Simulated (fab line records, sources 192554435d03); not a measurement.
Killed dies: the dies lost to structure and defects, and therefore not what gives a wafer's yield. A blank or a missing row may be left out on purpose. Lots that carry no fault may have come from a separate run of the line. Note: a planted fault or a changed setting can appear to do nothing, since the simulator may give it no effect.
The tool behind it: which one? + flow n5-finfet + 10 lots (30 wafers sampled), 1 step of a 1938-step route

WHAT THE GAUGES SHOWED, per wafer
N5_BEOL_M14_THK_MEAS_50: measures by xrf.
| lot  | measured     | on            | M14_THK (nm) |
|------|--------------|---------------|--------------|
| L898 | day 11 14:23 | film-metro-02 | 566 582 582  |
| L900 | day 13 00:59 | film-metro-02 | 568 589 567  |
| L903 | day 14 06:23 | film-metro-02 | 578 571 575  |
| L904 | day 14 07:02 | film-metro-01 | 591 567 565  |
| L906 | day 14 10:36 | film-metro-01 | 569 576 576  |
| L912 | day 15 17:41 | film-metro-01 | 565 597 574  |
| L914 | day 16 01:51 | film-metro-01 | 572 593 557  |
| L913 | day 16 07:56 | film-metro-01 | 584 588 581  |
| L916 | day 17 05:46 | film-metro-01 | 578 577 582  |
| L918 | day 18 11:28 | film-metro-02 | 594 568 584  |

WHAT TOOL EACH LOT RAN ON (gives the tool, then ch and the chambers of the sampled wafers, and finally the start)
The record holds no process step before these readings.

THE ANSWER, worked out from the rows above alone
Rule: the usual values come from the lots themselves. The widest of any qualifying gaps counts: lots, ordered by their means at a reading, are off when they make up no more than a third of the lots, leave a main group of 4 or more, and stand apart from it by 3 or more times the standard deviation of that group's means. A main group whose means are all the same, to the digits that the tables above print for the reading, isn't used. A lot without any number at a reading at which 4 lots or more have one is off too. Any other lot the step has rows for is counted as sound.
Nothing can be told from this: no lot is off at any reading shown.

WHAT THE SIMULATOR HAD INSERTED
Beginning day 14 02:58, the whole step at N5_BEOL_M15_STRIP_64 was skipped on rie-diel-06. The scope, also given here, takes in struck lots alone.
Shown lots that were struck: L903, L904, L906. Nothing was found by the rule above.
